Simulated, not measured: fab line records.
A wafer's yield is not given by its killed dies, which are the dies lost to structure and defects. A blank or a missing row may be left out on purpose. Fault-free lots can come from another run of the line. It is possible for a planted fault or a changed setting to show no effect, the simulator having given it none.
Chamber matching ; flow nand harc ; 3 sister chambers for NHARC_A_CONTACT_DEP_58 on pecvd-03
The step deposits SiON, target thk 90 nm. 6 wafers are shown with their chamber, then 8 later ones without.

## WAFERS WITH THEIR CHAMBER
wafer;chamber;heater power w (W);susceptor temp C (C)
L084.1;1;692;399.98
L084.2;0;723;400.32
L084.4;0;728;400.09
L090.1;1;680;399.80
L090.5;2;531;400.22
L093.2;2;658;399.67

## WAFERS WITHOUT THEIR CHAMBER
wafer;heater power w (W);susceptor temp C (C)
L093.5;662;400.09
L093.6;698;399.84
L092.1;657;400.13
L092.2;651;400.19
L092.5;654;399.91
L094.1;731;399.69
L094.2;703;400.05
L094.6;706;399.97

## EACH ONE'S CHAMBER
wafer;from the rows above;in truth
L093.5;can't be placed: 1 or 0 or 2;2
L093.6;can't be placed: 1 or 0 or 2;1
L092.1;can't be placed: 1 or 0 or 2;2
L092.2;can't be placed: 1 or 0 or 2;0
L092.5;can't be placed: 1 or 2 or 0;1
L094.1;can't be placed: 1 or 0 or 2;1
L094.2;can't be placed: 1 or 0 or 2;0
L094.6;can't be placed: 1 or 0 or 2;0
Placed correctly: 0 of 8. Unplaceable from these rows: 8, with the true chamber sitting among the candidates in 8. Placed wrongly: 0.
How it was worked out, from the rows above alone: a wafer's distance from a chamber is the root of the sum, over the readings, of the square of ((its reading less the chamber's mean) divided by the reading's scatter). If the next closest chamber is less than 2 further off than the closest, the wafer can't be placed; otherwise it belongs to the closest. The mean given for a chamber averages the wafers shown for that chamber. The scatter: take each reading less its chamber's mean, square it, sum over the shown wafers, divide by the number of wafers less the number of chambers, and take the root.
